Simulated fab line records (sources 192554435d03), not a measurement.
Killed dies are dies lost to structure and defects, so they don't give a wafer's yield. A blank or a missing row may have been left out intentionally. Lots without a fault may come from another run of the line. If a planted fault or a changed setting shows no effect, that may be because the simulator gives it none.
A struck lot beside a sound one | flow n5Finfet | 23 steps out of a route of 1938
Sound: these wafers, L775.1, L775.3, L775.6. Struck: wafers L785.2, L785.4, L785.5. At the end, the cause is stated.
Order at every step that has rows: each side's tool, ch and its chambers, its first start. Under that, the readings that differ: sound wafers | struck wafers | difference of the means | sigmas: that difference in standard deviations of wafers without a fault.
alike: readings with means less than 2 such deviations apart, plus words and numbers identical on both sides. not compared: withheld readings, readings lacking a value on some wafer, bounds such as >300 that could conceal the same value, and numbers that have no deviation in the record and whose values overlap.
Wherever a step has rows on one side only, a row that says differs or no value, or a row with sigmas, the two part there. When numbers do not overlap yet have no deviation, they are printed without sigmas and do not part them. A reading that every wafer of one side lacks parts them only if that side has two wafers or more.

first, 11 steps without rows for these wafers: N5_BEOL_M5_DESCUM_16 (chemistry O2, time 7 s); N5_BEOL_M5_ETCH_72 (etches underlayer in N2/H2, target depth 6.5 nm, time 5.2 s); N5_BEOL_M5_ETCH_61 (etches SiARC in CF4, target depth 15.6 nm, time 26 s); N5_BEOL_M5_ETCH_62 (etches SOC in N2/H2, target depth 75 nm, overetch 15 nm, time 112.5 s); N5_BEOL_M5_STRIP_63 (strips in N2/H2); N5_BEOL_M5_STRIP_73 (strips in N2/H2); N5_BEOL_M5_STRIP_64 (strips in CF4); N5_BEOL_M5_HM_OPEN_17 (chemistry Cl2/BCl3, target TiN, target depth 20 nm, overetch 6 nm); N5_BEOL_M5_STRIP_19 (strips in O2); N5_BEOL_M5_COAT_65 (time 60 s, resist thk 60 nm); N5_BEOL_M5_COAT_66 (time 60 s, resist thk 12 nm).
N5_BEOL_M5_COAT_74: time 60 s, resist thk 5 nm.
  sound on lithoTrack-05 ch 0, day 10 06:35; struck on lithoTrack-05 ch 0, day 12 15:37
reading            | sound                | struck               | difference | sigmas
spinSpeedRpm (rpm) | 1500.9 1499.9 1499.1 | 1383.2 1383.7 1384.0 | -116.3     | -99 or more
then, 7 steps without rows for these wafers: N5_BEOL_M5_COAT_22 (resist thk 30 nm); N5_BEOL_M5_EBR_24; N5_BEOL_M5_SOFTBAKE_23 (time 60 s); N5_BEOL_M5_EXPOSE_25 (exposes mask V4, defocus 10 nm); N5_BEOL_M5_PEB_26 (peb time 60 s); N5_BEOL_M5_DEVELOP_27 (develop time 30 s); N5_BEOL_M5_DESCUM_33 (chemistry O2, time 7 s).
N5_BEOL_M5_ETCH_75: etches underlayer in N2/H2, target depth 6.5 nm, time 5.2 s.
  sound on rieDiel-05 ch 1,3, day 10 07:24; struck on rieDiel-05 ch 1,2,3, day 12 16:11
reading                 | sound             | struck            | difference | sigmas
model.etch.depthNm (nm) | 5.028 5.029 5.013 | 5.205 5.207 5.205 | +0.182     | 
  alike: drypumpMotorCurrentA, etchRfOnTimeS, oesProductAu, rfVppV, showerheadPlenumPTorr, throttleValvePct
  not compared: rfHoursCounterH
N5_BEOL_M5_ETCH_67: etches SiARC in CF4, target depth 15.6 nm, time 26 s.
  sound on rieDiel-05 ch 1,3, day 10 07:25; struck on rieDiel-05 ch 1,2,3, day 12 16:11
reading                                     | sound          | struck       | difference | sigmas
model.CAR-EUV_of_BEOL_M5_COAT_22.thkNm (nm) | 11.4 11.4 11.2 | 10.8 11 10.8 | -0.5       | 
  alike: drypumpMotorCurrentA, etchRfOnTimeS, oesProductAu, rfVppV, showerheadPlenumPTorr, throttleValvePct
  not compared: rfHoursCounterH
then, 1 step without rows for these wafers: N5_BEOL_M5_ETCH_68 (etches SOC in N2/H2, target depth 80 nm, overetch 16 nm, time 120 s).
-- here the record skips 4 days between the struck wafers' starts before and after, leaving off in module BEOL_M5 and picking up in module PASSIVATION (first step shown: number 1936 of the route) --
N5_PASSIVATION_PROBE_49:
  record: rows for the struck wafers here (prober-02, day 16 17:56), none for the sound ones

WHERE THEY PART
First at N5_BEOL_M5_COAT_74; last, within this record, at N5_PASSIVATION_PROBE_49.

WHY: what the simulator had put in
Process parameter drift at N5_BEOL_M5_COAT_74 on lithoTrack-05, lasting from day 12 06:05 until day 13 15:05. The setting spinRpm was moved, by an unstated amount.
